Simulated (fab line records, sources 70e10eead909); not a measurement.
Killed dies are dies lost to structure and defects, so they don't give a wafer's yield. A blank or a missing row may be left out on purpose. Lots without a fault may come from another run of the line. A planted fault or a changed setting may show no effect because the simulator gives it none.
Chamber matching | flow nand_harc | NHARC_P_BONDPAD_ACTIVATE_29 on rie_diel-11: 4 sister chambers
The step chemistry N2, time 60 s. 14 wafers are shown with their chamber, then 7 later ones without.

WAFERS WITH THEIR CHAMBER
wafer  | chamber | drypump_motor_current_A (A) | rf_vpp_V (V) | oes_product_au (a.u.)
L082.2 | 0       | 5.1                         | 63.6         | 1.010
L082.4 | 3       | 5.9                         | 65.1         | 1.006
L082.5 | 0       | 5.2                         | 63.9         | 1.010
L082.1 | 1       | 5.1                         | 63.1         | 1.015
L082.3 | 2       | 5.1                         | 63.4         | 1.010
L082.6 | 1       | 5.1                         | 63.2         | 1.011
L085.1 | 0       | 5.1                         | 62.2         | 1.008
L085.4 | 3       | 5.9                         | 63.9         | 1.011
L085.6 | 0       | 5.1                         | 63.2         | 1.003
L087.1 | 2       | 5.1                         | 63.8         | 1.008
L087.2 | 0       | 5.1                         | 63.4         | 0.997
L087.4 | 3       | 5.9                         | 64.6         | 0.997
L088.3 | 0       | 5.1                         | 63.2         | 1.001
L088.4 | 2       | 5.1                         | 63.8         | 1.018

SIGNATURES (means of the wafers above)
reading                 | chamber 0 | chamber 1 | chamber 2 | chamber 3 | scatter within a chamber
drypump_motor_current_A | 5.117     | 5.100     | 5.100     | 5.900     | 0.0289
rf_vpp_V                | 63.250    | 63.150    | 63.667    | 64.533    | 0.501
oes_product_au          | 1.00483   | 1.01300   | 1.01200   | 1.00467   | 0.00555
Rule: a wafer's distance from a chamber is the root of the sum, over the readings, of the square of ((its reading less the chamber's mean) divided by the reading's scatter). The wafer belongs to the nearest chamber; if the next one is less than 2 further off, it can't be placed. The scatter: the root of (the sum of the squares of (reading less its chamber's mean) over the shown wafers, divided by (wafers less chambers)).

WAFERS WITHOUT THEIR CHAMBER
wafer  | drypump_motor_current_A (A) | rf_vpp_V (V) | oes_product_au (a.u.)
L088.6 | 5.1                         | 64.2         | 1.000
L090.1 | 5.9                         | 63.3         | 0.994
L090.5 | 5.1                         | 64.3         | 1.015
L090.6 | 5.9                         | 63.6         | 1.002
L095.1 | 5.2                         | 63.8         | 1.000
L095.2 | 5.1                         | 64.5         | 1.003
L095.3 | 5.1                         | 64.1         | 1.004

WHICH CHAMBER EACH WENT THROUGH
wafer  | from the rows above          | in truth
L088.6 | can't be placed: 0 or 2 or 1 | 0
L090.1 | 3                            | 3
L090.5 | can't be placed: 2 or 1 or 0 | 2
L090.6 | 3                            | 3
L095.1 | can't be placed: 0 or 2 or 1 | 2
L095.2 | can't be placed: 2 or 0 or 1 | 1
L095.3 | can't be placed: 2 or 0 or 1 | 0
Placed correctly: 2 of 7. Can't be placed from these rows: 5 (the true chamber is among the candidates in 5). Placed wrongly: 0.
